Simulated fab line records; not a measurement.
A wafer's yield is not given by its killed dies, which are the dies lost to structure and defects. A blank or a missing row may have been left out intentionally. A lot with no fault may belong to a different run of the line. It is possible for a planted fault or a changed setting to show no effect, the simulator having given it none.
What tool caused it?	flow nand_harc	13 lots, 37 wafers sampled, at 5 steps of a route of 1159

## WHAT THE GAUGES READ, wafer by wafer
NHARC_A_SLIT_CD_MEAS_09: the cd target is 300 nm. Usual: cd_nm at 300.1 nm, with a standard deviation of 0.74.
lot	measured	on	cd_nm (nm)	flag
L323	day 14 11:13	cd_sem-01	301.4 300.9 301.7	
L327	day 15 11:13	cd_sem-03	300.2 299.3 299.6	
L326	day 15 11:22	cd_sem-03	300.2 300.7 301.5	
L328	day 15 16:26	cd_sem-03	300.4 300.3 300.9	
L329	day 16 10:20	cd_sem-03	300.9 300.7 301.0	
L330	day 16 11:30	cd_sem-01	300.1 299.6 299.5	
L336	day 18 09:08	cd_sem-03	299.8 300.3 300.7	
L340	day 18 15:38	cd_sem-02	300.9 301.2	
L337	day 18 15:47	cd_sem-03	299.2 300.1	
L341	day 19 09:44	cd_sem-03	300.3 300.3 300.1	
L342	day 19 23:43	cd_sem-02	300.0 299.5 299.1	
L343	day 19 23:54	cd_sem-02	299.7 299.6 300.6	
L344	day 20 05:41	cd_sem-03	301.1 300.4 300.9	

NHARC_END_SORT_01. Usual: killed_at_array 26, standard deviation 10; killed_at_other 0.5, standard deviation 0.87; killed_at_periphery 3.0, standard deviation 2.5; killed_dies 29, standard deviation 11; killed_open 3.3, standard deviation 1.9; killed_short 1.8, standard deviation 1.5.
lot	measured	on	killed_at_array	killed_at_other	killed_at_periphery	killed_dies	killed_open	killed_short	flag
L336	day 23 07:02	prober-01	673 27 31	1 1 0	3 3 1	677 31 32	3 1 3	3 2 3	OFF
L340	day 23 22:06	prober-02	673 28	1 5	3 4	677 37	4 5	4 2	OFF
L337	day 23 22:07	prober-01	677 17	0 0	0 4	677 21	3 3	3 1	OFF

## TOOL THAT RAN EACH LOT (tool first, then ch and the chambers of the sampled wafers, then the start)
lot	NHARC_A_SLIT_ETCH_15	NHARC_A_WL_FILL_ALD_19	NHARC_A_WL_FILL_CMP_12
L323	rie_diel-05 ch 1,2,3, day 16 03:22 or earlier	ald_metal-02 ch 0,1,2, day 16 03:22	cmp-04 ch 0,2,3, day 16 13:40
L327	rie_diel-08 ch 0,2,3, day 16 22:49 or earlier	ald_metal-04 ch 1,2,3, day 16 22:49	cmp-01 ch 0,2,3, day 17 08:47
L326	rie_diel-12 ch 2,3, day 17 01:52 or earlier	ald_metal-02 ch 0,1,3, day 17 01:52	cmp-04 ch 0,1, day 17 10:59
L328	rie_diel-08 ch 0,1, day 17 05:29 or earlier	ald_metal-01 ch 0,1,2, day 17 05:29	cmp-02 ch 1,2, day 17 17:59
L329	rie_diel-05 ch 0,2,3, day 18 04:32 or earlier	ald_metal-02 ch 0,1, day 18 04:32	cmp-02 ch 1,3, day 18 09:44
L330	rie_diel-12 ch 0,1,2, day 18 04:32 or earlier	ald_metal-01 ch 0,1,2, day 18 04:32	cmp-02 ch 2,3, day 18 14:02
L336	rie_diel-08 ch 1,2, day 19 20:22 or earlier	ald_metal-02 ch 0,2,3, day 19 20:22	cmp-01 ch 0,1,2, day 20 01:53
L340	rie_diel-08 ch 3, day 20 00:19 or earlier	ald_metal-02 ch 0,3, day 20 00:19	cmp-02 ch 0,3, day 20 08:45
L337	rie_diel-12 ch 0,2, day 20 03:02 or earlier	ald_metal-02 ch 0,2, day 20 03:02	cmp-04 ch 1,3, day 20 13:05
L341	rie_diel-08 ch 0,1,3, day 20 21:41 or earlier	ald_metal-01 ch 0,1,3, day 20 21:41	cmp-02 ch 0,1,2, day 21 04:22
L342	rie_diel-08 ch 1,2,3, day 21 08:49 or earlier	ald_metal-01 ch 2,3, day 21 08:49	cmp-01 ch 1,2, day 21 18:04
L343	rie_diel-05 ch 0,1, day 21 08:52 or earlier	ald_metal-04 ch 0,1,3, day 21 08:52	cmp-01 ch 0,2,3, day 21 17:49
L344	rie_diel-05 ch 0,1,3, day 21 15:47 or earlier	ald_metal-04 ch 0,2,3, day 21 15:47	cmp-04 ch 1,2,3, day 21 23:18
- NHARC_A_SLIT_ETCH_15: etches the open film in O2/COS, target depth 3200 nm, time 832 s.
- NHARC_A_WL_FILL_ALD_19: deposits TiN, target thk 2 nm, pulse time 3 s, ald cycles 100.
- NHARC_A_WL_FILL_CMP_12: polishes, t overpolish 30 s, target thk 75 nm.

## WHAT THE TOOLS THEMSELVES READ (means of the sampled wafers that have a number; where no wafer has one, the mark that the record gives instead)
NHARC_A_SLIT_ETCH_15. Usual: value, then standard deviation, for each; chamber_pressure_mTorr 19.998 mTorr / 0.019; drypump_motor_current_A 5.9 A / 0.48; o2_flow_sccm 400.0 sccm / 1.1; oes_product_au 0.998 a.u. / 0.01; rf_vpp_V 314.1 V / 1.8; showerhead_plenum_p_Torr 3.11 Torr / 0.12; throttle_valve_pct 28.329 % / 0.0094.
lot	tool	chamber_pressure_mTorr (mTorr)	drypump_motor_current_A (A)	o2_flow_sccm (sccm)	oes_product_au (a.u.)	rf_vpp_V (V)	showerhead_plenum_p_Torr (Torr)	throttle_valve_pct (%)	flag
L323	rie_diel-05	19.997	5.5	399.4	1.000	314.7	3.16	28.341	
L327	rie_diel-08	20.001	5.5	398.7	0.998	313.0	3.03	28.338	
L326	rie_diel-12	20.010	6.5	399.5	0.994	316.7	3.29	28.333	
L328	rie_diel-08	20.005	5.8	399.1	0.995	313.1	2.96	28.324	
L329	rie_diel-05	19.986	5.4	400.3	0.985	313.8	3.18	28.329	
L330	rie_diel-12	19.994	6.1	399.9	0.997	315.7	3.18	28.328	
L336	rie_diel-08	20.007	6.0	398.5	1.007	312.3	2.98	28.322	
L340	rie_diel-08	20.003	5.4	399.0	1.004	315.1	3.11	28.328	
L337	rie_diel-12	19.991	6.3	400.9	0.996	315.6	3.19	28.319	
L341	rie_diel-08	19.996	5.7	400.2	0.994	312.9	3.01	28.326	
L342	rie_diel-08	20.007	5.7	400.7	0.995	312.8	3.03	28.328	
L343	rie_diel-05	19.994	6.2	398.9	0.994	315.1	3.21	28.318	
L344	rie_diel-05	19.992	5.9	400.1	0.991	315.7	3.22	28.329	

NHARC_A_WL_FILL_ALD_19. Usual: heater_power_outer_w 722 W, standard deviation 81; heater_power_w 1142 W, standard deviation 110; precursor_pulse_height_rel 0.999, standard deviation 0.02.
lot	tool	heater_power_outer_w (W)	heater_power_w (W)	precursor_pulse_height_rel	flag
L323	ald_metal-02	728	1125	0.996	
L327	ald_metal-04	644	1075	1.004	
L326	ald_metal-02	694	1153	0.975	
L328	ald_metal-01	788	1202	1.005	
L329	ald_metal-02	739	1191	1.002	
L330	ald_metal-01	779	1211	1.009	
L336	ald_metal-02	700	1100	0.999	
L340	ald_metal-02	680	1100	1.013	
L337	ald_metal-02	727	1090	0.986	
L341	ald_metal-01	706	1154	0.991	
L342	ald_metal-01	792	1212	0.995	
L343	ald_metal-04	715	1093	1.023	
L344	ald_metal-04	745	1163	0.981	

NHARC_A_WL_FILL_CMP_12. Usual: motor_current_A 12.2 A, standard deviation 1; overpolish_run_s 29.998 s, standard deviation 0.0094; time_to_endpoint_s 16.9 s, standard deviation 2.4.
lot	tool	motor_current_A (A)	overpolish_run_s (s)	time_to_endpoint_s (s)	flag
L323	cmp-04	11.5	30.001	16.2	
L327	cmp-01	11.8	30.002	14.7	
L326	cmp-04	11.1	30.001	19.1	
L328	cmp-02	13.2	29.997	16.1	
L329	cmp-02	12.5	30.001	16.9	
L330	cmp-02	12.9	29.998	20.0	
L336	cmp-01	12.5	30.010	16.3	
L340	cmp-02	12.3	29.994	14.8	
L337	cmp-04	11.5	29.992	16.6	
L341	cmp-02	12.5	29.999	14.9	
L342	cmp-01	13.4	30.004	15.8	
L343	cmp-01	11.5	29.994	20.0	
L344	cmp-04	11.2	30.010	19.2	

## THE ANSWER, worked out from the rows above alone
Rule: lot off if the mean of its wafers having a number is beyond 3 standard deviations from the usual mean. A lot without any number at a reading at which 4 lots or more have one is off too. Any other lot the step has rows for is counted as sound. Order of review: gauges by route order, followed by the tools' own readings, for which a lot's mean as printed above is used. The first step at which some lot is off is used, and at that step the reading that is off furthest; a lot without a number counts as furthest.
Off: L336, L340, L337, at NHARC_END_SORT_01 (killed_at_array). Neither off nor sound, because the step has no rows for them: L323, L327, L326, L328, L329, L330, L341, L342, L343, L344.
If a tool, at a process step before that reading, ran all the lots that are off and no sound lot after the first of them, it fits. Gauges at NHARC_END_SORT_01: tried the same way as those tools. NHARC_A_SLIT_ETCH_15 gives no start for some lots, so the hours and the order of its lots are those of NHARC_A_WL_FILL_ALD_19. One candidate fits, namely ald_metal-02 at NHARC_A_WL_FILL_ALD_19. It ran no sound lot before its first lot that is off in this sample, so the start can't be narrowed down.

## WHAT HAD BEEN PUT IN BY THE SIMULATOR
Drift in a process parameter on ald_metal-02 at NHARC_A_WL_FILL_ALD_19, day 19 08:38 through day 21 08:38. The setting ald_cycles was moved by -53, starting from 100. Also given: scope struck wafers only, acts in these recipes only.
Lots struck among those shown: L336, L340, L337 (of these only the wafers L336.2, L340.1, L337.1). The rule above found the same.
